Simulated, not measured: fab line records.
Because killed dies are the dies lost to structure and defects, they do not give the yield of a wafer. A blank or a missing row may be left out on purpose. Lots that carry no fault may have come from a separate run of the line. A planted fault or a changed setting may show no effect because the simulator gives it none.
Matching of chambers -- flow n5Finfet -- aldSin-04 running N5_SPACER0_ALD_00: 4 sister chambers
The step deposits SiOCN, target thk 3.5 nm, pulse time 3 s, purge time 2 s. 16 wafers are shown with their chamber, then 8 later ones without.

## WAFERS PAIRED WITH THEIR CHAMBERS
wafer,chamber,heaterPowerW (W),precursorPulseHeightRel
L074.4,3,768,0.988
L074.5,1,903,1.018
L074.6,0,969,0.981
L078.1,0,926,1.044
L078.2,2,793,1.000
L078.4,1,895,0.992
L081.1,2,771,1.014
L081.4,1,894,0.983
L081.6,3,770,0.988
L083.1,1,901,1.027
L083.2,0,973,1.005
L083.5,0,943,1.010
L086.1,1,895,1.014
L086.3,2,793,0.991
L086.4,0,964,1.027
L091.1,3,811,1.012

SIGNATURES (averages over the wafers above)
reading,chamber 0,chamber 1,chamber 2,chamber 3,scatter within a chamber
heaterPowerW,955.00,897.60,785.67,783.00,16.2
precursorPulseHeightRel,1.01340,1.00680,1.00167,0.99600,0.0189
Rule: for a wafer and a chamber, the distance is found by dividing, reading by reading, the gap between the wafer's reading and the chamber's mean by the reading's scatter, squaring, summing and taking the root. The wafer belongs to the nearest chamber; if the next one is less than 2 further off, it can't be placed. How the scatter is found: for the shown wafers, subtract from each reading the mean of its chamber, square and add these, divide the total by (wafers less chambers), then take the root.

## WAFERS MISSING THEIR CHAMBER
wafer,heaterPowerW (W),precursorPulseHeightRel
L091.4,930,1.004
L091.5,802,1.020
L094.1,882,0.987
L094.2,801,1.002
L094.3,943,0.992
L094.4,794,0.995
L094.5,944,1.013
L094.6,902,1.000

## EACH ONE'S CHAMBER
wafer,from the rows above,in truth
L091.4,can't be placed: 0 or 1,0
L091.5,can't be placed: 2 or 3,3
L094.1,1,1
L094.2,can't be placed: 2 or 3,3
L094.3,can't be placed: 0 or 1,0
L094.4,can't be placed: 2 or 3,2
L094.5,0,0
L094.6,1,1
3 of 8 placed correctly. Cannot be placed on the basis of these rows: 5; the candidates contain the true chamber in 5. Number placed wrongly: 0.
